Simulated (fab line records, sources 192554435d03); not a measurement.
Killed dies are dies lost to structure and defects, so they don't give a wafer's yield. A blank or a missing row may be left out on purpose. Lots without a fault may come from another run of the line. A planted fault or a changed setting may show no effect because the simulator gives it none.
Which tool did it? | flow n5_finfet | 24 lots, 72 wafers sampled, at 5 steps of a route of 1938

WHAT THE GAUGES READ, wafer by wafer
N5_BEOL_M4_INSPECT_30: inspects for defects (brightfield). Usual: raw_defect_count 384, standard deviation 76.
lot  | measured     | on                | raw_defect_count | flag
L074 | day 7 07:29  | defect_inspect-01 | 268 363 277      |
L075 | day 7 12:49  | defect_inspect-01 | 513 461 354      |
L077 | day 8 06:30  | defect_inspect-02 | 502 456 614      |
L076 | day 8 10:35  | defect_inspect-02 | 307 352 355      |
L079 | day 8 15:47  | defect_inspect-02 | 344 487 376      |
L078 | day 8 23:58  | defect_inspect-02 | 295 352 363      |
L080 | day 9 09:18  | defect_inspect-02 | 318 385 363      |
L081 | day 9 14:02  | defect_inspect-01 | 334 258 254      |
L083 | day 9 14:05  | defect_inspect-02 | 600 511 408      |
L082 | day 9 18:03  | defect_inspect-02 | 418 389 429      |
L084 | day 10 03:08 | defect_inspect-01 | 346 398 354      |
L085 | day 10 10:55 | defect_inspect-01 | 409 332 387      |
L086 | day 10 23:24 | defect_inspect-01 | 283 377 349      |
L087 | day 11 07:52 | defect_inspect-01 | 347 370 354      |
L088 | day 11 10:49 | defect_inspect-02 | 425 426 376      |
L089 | day 11 12:09 | defect_inspect-02 | 463 402 374      |
L090 | day 11 21:44 | defect_inspect-02 | 667 500 519      |
L091 | day 12 01:05 | defect_inspect-01 | 502 402 351      |
L092 | day 12 01:43 | defect_inspect-02 | 359 442 437      |
L094 | day 12 17:41 | defect_inspect-01 | 276 393 532      |
L093 | day 12 19:29 | defect_inspect-02 | 351 380 456      |
L095 | day 13 05:16 | defect_inspect-02 | 351 400 451      |
L096 | day 13 13:10 | defect_inspect-02 | 407 362 383      |
L097 | day 14 11:55 | defect_inspect-02 | 323 359 307      |

N5_BEOL_M4_RS_MEAS_58: measures by four-point-probe. Usual: M4_RS 0.68 ohm/sq, standard deviation 0.044.
lot  | measured     | on            | M4_RS (ohm/sq) | flag
L074 | day 7 13:56  | film_metro-02 | 0.67 0.76 0.67 |
L075 | day 7 20:48  | film_metro-02 | 0.68 0.71 0.74 |
L077 | day 8 13:00  | film_metro-01 | 0.72 0.62 0.66 |
L076 | day 8 16:59  | film_metro-02 | 0.70 0.66 0.68 |
L079 | day 8 23:02  | film_metro-02 | 0.71 0.70 0.63 |
L078 | day 9 05:13  | film_metro-01 | 0.66 0.68 0.67 |
L080 | day 9 20:25  | film_metro-01 | 0.73 0.74 0.69 |
L081 | day 9 23:42  | film_metro-02 | 0.74 0.78 0.71 |
L083 | day 9 23:58  | film_metro-02 | 0.68 0.67 0.66 |
L082 | day 10 01:36 | film_metro-01 | 0.65 0.68 0.68 |
L084 | day 10 15:47 | film_metro-02 | 0.64 0.69 0.69 |
L085 | day 10 21:34 | film_metro-01 | 0.64 0.65 0.62 |
L086 | day 11 05:33 | film_metro-02 | 0.66 0.64 0.59 |
L087 | day 11 13:45 | film_metro-01 | 0.69 0.66 0.68 |
L088 | day 11 19:09 | film_metro-01 | 0.65 0.74 0.71 |
L089 | day 11 21:14 | film_metro-01 | 0.64 0.67 0.68 |
L090 | day 12 13:50 | film_metro-02 | 0.72 0.67 0.72 |
L091 | day 12 19:19 | film_metro-02 | 0.75 0.69 0.78 |
L092 | day 12 20:37 | film_metro-01 | 0.64 0.67 0.74 |
L094 | day 13 00:01 | film_metro-01 | 0.66 0.74 0.68 |
L093 | day 13 04:17 | film_metro-02 | 0.69 0.68 0.72 |
L095 | day 13 11:34 | film_metro-02 | 0.61 0.71 0.73 |
L096 | day 14 03:55 | film_metro-02 | 0.64 0.69 0.61 |
L097 | day 14 17:53 | film_metro-02 | 0.60 0.63 0.64 |

N5_BEOL_M4_RC_MEAS_101. Usual: DIBL_N 37.4 mV/V, standard deviation 2.1; DIBL_P 37.8 mV/V, standard deviation 2.5; IOFF_N 0.19 nA/um, standard deviation 0.045; IOFF_P 0.24 nA/um, standard deviation 0.05; ION_N 682 uA/um, standard deviation 16; ION_P 467 uA/um, standard deviation 11; SS_N 71.9 mV/dec, standard deviation 0.67; SS_P 73.6 mV/dec, standard deviation 0.76; VT_N 247 mV, standard deviation 3.6; VT_P -248 mV, standard deviation 3.6.
lot  | measured     | on        | DIBL_N (mV/V)  | DIBL_P (mV/V)  | IOFF_N (nA/um) | IOFF_P (nA/um) | ION_N (uA/um) | ION_P (uA/um) | SS_N (mV/dec)  | SS_P (mV/dec)  | VT_N (mV)   | VT_P (mV)      | flag
L074 | day 7 13:59  | prober-01 | 36.8 37.8 33.9 | 38.7 39.0 34.3 | 0.19 0.23 0.14 | 0.25 0.27 0.17 | 670 679 664   | 461 460 451   | 72.3 72.1 71.3 | 75.0 74.4 72.5 | 249 246 251 | -249 -247 -252 |
L075 | day 7 20:51  | prober-02 | 38.1 38.6 36.7 | 39.5 39.0 37.9 | 0.21 0.22 0.19 | 0.28 0.29 0.28 | 690 698 696   | 475 479 477   | 71.5 71.9 71.7 | 73.1 73.1 72.5 | 244 243 241 | -245 -244 -243 |
L077 | day 8 13:32  | prober-01 | 35.6 35.5 37.0 | 35.8 36.7 36.9 | 0.15 0.14 0.16 | 0.19 0.21 0.22 | 685 666 669   | 467 463 458   | 72.0 71.5 71.8 | 73.5 73.2 73.8 | 249 252 249 | -253 -252 -249 |
L076 | day 8 17:21  | prober-02 | 35.1 37.9 36.0 | 34.3 36.8 33.6 | 0.15 0.19 0.14 | 0.19 0.22 0.18 | 694 690 650   | 475 465 447   | 71.3 72.0 72.1 | 72.7 73.8 73.1 | 249 244 253 | -252 -249 -252 |
L079 | day 8 23:06  | prober-02 | 38.9 35.4 33.9 | 39.8 36.1 34.6 | 0.23 0.16 0.13 | 0.29 0.22 0.20 | 704 665 682   | 477 459 477   | 73.0 72.0 71.7 | 74.0 73.6 72.8 | 242 245 250 | -244 -246 -250 |
L078 | day 9 05:26  | prober-02 | 36.7 37.8 39.9 | 36.8 38.5 39.8 | 0.16 0.19 0.22 | 0.21 0.25 0.29 | 680 689 668   | 463 465 458   | 71.6 72.7 73.3 | 72.6 73.0 74.1 | 250 248 246 | -251 -250 -246 |
L080 | day 9 20:37  | prober-02 | 36.2 39.3 35.6 | 37.4 40.2 36.6 | 0.16 0.25 0.16 | 0.22 0.25 0.21 | 689 679 695   | 470 455 473   | 71.4 72.5 72.0 | 73.9 74.0 73.1 | 247 244 249 | -248 -247 -249 |
L081 | day 9 23:55  | prober-02 | 38.6 36.3 38.6 | 38.7 36.8 39.7 | 0.20 0.16 0.21 | 0.21 0.19 0.24 | 692 667 699   | 458 448 467   | 72.2 72.1 72.4 | 74.4 73.4 74.1 | 246 246 245 | -255 -254 -252 |
L083 | day 10 00:01 | prober-01 | 39.8 40.0 35.1 | 40.5 40.1 36.0 | 0.25 0.23 0.15 | 0.28 0.26 0.21 | 692 670 684   | 464 451 467   | 72.8 72.4 70.8 | 74.2 74.1 72.1 | 242 248 247 | -244 -248 -249 |
L082 | day 10 01:39 | prober-01 | 40.9 33.8 36.3 | 43.1 33.3 36.8 | 0.31 0.12 0.18 | 0.38 0.18 0.25 | 709 663 711   | 491 464 492   | 72.6 71.0 71.1 | 75.3 72.5 73.5 | 238 254 247 | -241 -251 -245 |
L084 | day 10 15:50 | prober-01 | 37.0 42.1 38.8 | 37.4 43.0 39.4 | 0.17 0.29 0.19 | 0.23 0.36 0.26 | 688 691 669   | 469 468 458   | 71.7 72.6 71.3 | 73.8 74.5 73.7 | 249 244 249 | -246 -241 -245 |
L085 | day 10 21:37 | prober-01 | 39.5 35.7 39.3 | 38.9 35.8 38.4 | 0.24 0.16 0.24 | 0.29 0.22 0.27 | 695 697 678   | 475 478 461   | 72.4 71.2 72.7 | 74.2 72.9 73.1 | 243 247 244 | -245 -246 -245 |
L086 | day 11 05:55 | prober-01 | 41.3 40.2 39.6 | 43.0 42.4 40.5 | 0.24 0.24 0.23 | 0.33 0.32 0.28 | 676 695 713   | 463 479 481   | 72.7 72.9 72.3 | 74.0 74.7 74.7 | 245 245 245 | -246 -247 -246 |
L087 | day 11 14:48 | prober-02 | 34.6 38.8 39.8 | 33.4 39.6 42.2 | 0.14 0.23 0.24 | 0.15 0.23 0.29 | 664 696 681   | 440 459 457   | 71.1 72.3 71.7 | 73.0 74.1 74.8 | 254 244 244 | -256 -251 -248 |
L088 | day 11 19:31 | prober-02 | 38.9 41.0 38.5 | 38.7 41.4 37.7 | 0.21 0.25 0.21 | 0.27 0.33 0.26 | 671 671 693   | 464 463 470   | 72.6 73.6 73.0 | 74.2 75.0 73.8 | 245 244 244 | -245 -241 -244 |
L089 | day 11 21:27 | prober-01 | 38.8 40.4 39.0 | 38.7 40.0 38.3 | 0.21 0.24 0.19 | 0.27 0.29 0.26 | 692 675 662   | 475 460 456   | 72.8 72.8 73.4 | 74.2 74.3 74.4 | 244 248 250 | -249 -247 -251 |
L090 | day 12 13:53 | prober-02 | 36.5 35.8 36.6 | 36.2 36.9 37.4 | 0.16 0.16 0.18 | 0.21 0.22 0.25 | 671 687 693   | 456 474 472   | 71.4 71.8 72.0 | 73.0 73.5 73.6 | 248 250 246 | -249 -250 -247 |
L091 | day 12 19:22 | prober-01 | 40.4 37.5 40.2 | 43.3 37.7 42.0 | 0.25 0.17 0.26 | 0.38 0.23 0.35 | 675 663 710   | 465 453 484   | 72.9 72.1 71.9 | 75.2 72.9 74.2 | 243 252 241 | -243 -249 -239 |
L092 | day 12 20:40 | prober-02 | 35.6 39.4 41.2 | 35.6 38.5 40.6 | 0.14 0.20 0.23 | 0.19 0.23 0.26 | 664 665 698   | 455 451 469   | 70.8 71.8 72.2 | 72.3 73.0 73.4 | 251 249 246 | -248 -250 -249 |
L094 | day 13 00:13 | prober-02 | 37.6 36.0 36.1 | 37.5 35.7 36.6 | 0.20 0.18 0.19 | 0.27 0.25 0.28 | 715 696 697   | 493 476 485   | 71.5 71.3 71.0 | 73.7 74.2 74.0 | 246 245 247 | -244 -246 -242 |
L093 | day 13 04:29 | prober-01 | 35.8 36.1 38.4 | 34.2 33.9 36.6 | 0.13 0.14 0.16 | 0.18 0.19 0.22 | 677 681 673   | 471 471 465   | 70.6 70.8 71.3 | 72.6 72.5 73.1 | 252 251 252 | -251 -250 -249 |
L095 | day 13 11:37 | prober-02 | 31.5 34.3 34.5 | 31.3 34.7 35.4 | 0.10 0.14 0.14 | 0.15 0.19 0.20 | 654 665 667   | 459 465 463   | 70.0 71.4 71.7 | 71.4 72.7 72.8 | 254 250 250 | -254 -248 -251 |
L096 | day 14 03:58 | prober-01 | 36.1 35.7 35.1 | 36.7 36.4 36.8 | 0.15 0.15 0.14 | 0.20 0.21 0.21 | 659 656 673   | 448 452 461   | 71.9 71.4 72.2 | 72.8 73.3 73.0 | 251 248 250 | -252 -249 -252 |
L097 | day 14 18:05 | prober-02 | 32.9 37.6 31.9 | 33.6 38.6 32.6 | 0.11 0.20 0.10 | 0.19 0.29 0.18 | 677 699 665   | 477 483 468   | 70.8 72.1 71.5 | 72.6 74.1 72.6 | 253 245 257 | -247 -245 -248 |

WHICH TOOL RAN EACH LOT (tool, then ch and the chambers of the sampled wafers, then the start)
lot  | N5_BEOL_M4_ANNEAL_93         | N5_BEOL_M4_SPUTTER_96
L074 | pvd_sputter-03, day 7 12:32  | pvd_sputter-03, day 7 12:53
L075 | pvd_sputter-03, day 7 19:13  | pvd_sputter-03, day 7 19:34
L077 | pvd_sputter-02, day 8 11:34  | pvd_sputter-02, day 8 11:55
L076 | pvd_sputter-02, day 8 15:34  | pvd_sputter-02, day 8 15:56
L079 | pvd_sputter-01, day 8 21:13  | pvd_sputter-01, day 8 21:34
L078 | pvd_sputter-01, day 9 03:49  | pvd_sputter-01, day 9 04:10
L080 | pvd_sputter-02, day 9 18:52  | pvd_sputter-02, day 9 19:14
L081 | pvd_sputter-02, day 9 22:16  | pvd_sputter-02, day 9 22:37
L083 | pvd_sputter-01, day 9 22:34  | pvd_sputter-01, day 9 22:55
L082 | pvd_sputter-02, day 10 00:06 | pvd_sputter-02, day 10 00:28
L084 | pvd_sputter-02, day 10 14:23 | pvd_sputter-02, day 10 14:44
L085 | pvd_sputter-02, day 10 19:58 | pvd_sputter-02, day 10 20:20
L086 | pvd_sputter-01, day 11 04:09 | pvd_sputter-01, day 11 04:31
L087 | pvd_sputter-01, day 11 12:20 | pvd_sputter-01, day 11 12:42
L088 | pvd_sputter-02, day 11 17:44 | pvd_sputter-02, day 11 18:06
L089 | pvd_sputter-01, day 11 19:50 | pvd_sputter-01, day 11 20:11
L090 | pvd_sputter-02, day 12 12:26 | pvd_sputter-02, day 12 12:47
L091 | pvd_sputter-01, day 12 17:55 | pvd_sputter-01, day 12 18:16
L092 | pvd_sputter-02, day 12 19:13 | pvd_sputter-02, day 12 19:34
L094 | pvd_sputter-01, day 12 22:20 | pvd_sputter-01, day 12 22:42
L093 | pvd_sputter-01, day 13 02:52 | pvd_sputter-01, day 13 03:13
L095 | pvd_sputter-03, day 13 10:10 | pvd_sputter-03, day 13 10:31
L096 | pvd_sputter-01, day 14 02:30 | pvd_sputter-01, day 14 02:52
L097 | pvd_sputter-01, day 14 16:22 | pvd_sputter-01, day 14 16:44
- N5_BEOL_M4_ANNEAL_93: time 240 s.
- N5_BEOL_M4_SPUTTER_96: material Cu, target thk 4.5 nm, time 8.29 s.

WHAT THE TOOLS THEMSELVES READ (means of the sampled wafers that have a number; where no wafer has one, the mark that the record gives instead)
N5_BEOL_M4_ANNEAL_93. Usual: heater_power_w 814 W, standard deviation 61.
lot  | tool           | heater_power_w (W) | flag
L074 | pvd_sputter-03 | 713                |
L075 | pvd_sputter-03 | 787                |
L077 | pvd_sputter-02 | 832                |
L076 | pvd_sputter-02 | 864                |
L079 | pvd_sputter-01 | 806                |
L078 | pvd_sputter-01 | 786                |
L080 | pvd_sputter-02 | 817                |
L081 | pvd_sputter-02 | 810                |
L083 | pvd_sputter-01 | 798                |
L082 | pvd_sputter-02 | 847                |
L084 | pvd_sputter-02 | 849                |
L085 | pvd_sputter-02 | 834                |
L086 | pvd_sputter-01 | 825                |
L087 | pvd_sputter-01 | 801                |
L088 | pvd_sputter-02 | 816                |
L089 | pvd_sputter-01 | 832                |
L090 | pvd_sputter-02 | 817                |
L091 | pvd_sputter-01 | 800                |
L092 | pvd_sputter-02 | 827                |
L094 | pvd_sputter-01 | 785                |
L093 | pvd_sputter-01 | 804                |
L095 | pvd_sputter-03 | 772                |
L096 | pvd_sputter-01 | 782                |
L097 | pvd_sputter-01 | 849                |

N5_BEOL_M4_SPUTTER_96. Usual: throttle_valve_pct 29.8 %, standard deviation 0.88.
lot  | tool           | throttle_valve_pct (%) | flag
L074 | pvd_sputter-03 | 30.0                   |
L075 | pvd_sputter-03 | 29.6                   |
L077 | pvd_sputter-02 | 29.3                   |
L076 | pvd_sputter-02 | 29.7                   |
L079 | pvd_sputter-01 | 29.5                   |
L078 | pvd_sputter-01 | 29.3                   |
L080 | pvd_sputter-02 | 29.6                   |
L081 | pvd_sputter-02 | 29.6                   |
L083 | pvd_sputter-01 | 29.4                   |
L082 | pvd_sputter-02 | 29.8                   |
L084 | pvd_sputter-02 | 29.1                   |
L085 | pvd_sputter-02 | 29.5                   |
L086 | pvd_sputter-01 | 30.6                   |
L087 | pvd_sputter-01 | 30.1                   |
L088 | pvd_sputter-02 | 30.2                   |
L089 | pvd_sputter-01 | 29.5                   |
L090 | pvd_sputter-02 | 29.4                   |
L091 | pvd_sputter-01 | 30.3                   |
L092 | pvd_sputter-02 | 29.4                   |
L094 | pvd_sputter-01 | 29.6                   |
L093 | pvd_sputter-01 | 30.3                   |
L095 | pvd_sputter-03 | 29.9                   |
L096 | pvd_sputter-01 | 29.7                   |
L097 | pvd_sputter-01 | 29.8                   |

THE ANSWER, worked out from the rows above alone
Rule: a lot is off if the mean of its wafers that have a number lies more than 3 standard deviations from the usual mean. A lot without any number at a reading at which 4 lots or more have one is off too. The other lots that the step has rows for count as sound. The gauges are gone through in route order, then the tools' own readings, and for those a lot's mean is taken as printed above. The first step at which some lot is off is used, and at that step the reading that is off furthest; a lot without a number counts as furthest.
No lot is off at any reading shown: from this, nothing can be told.

WHAT THE SIMULATOR HAD PUT IN
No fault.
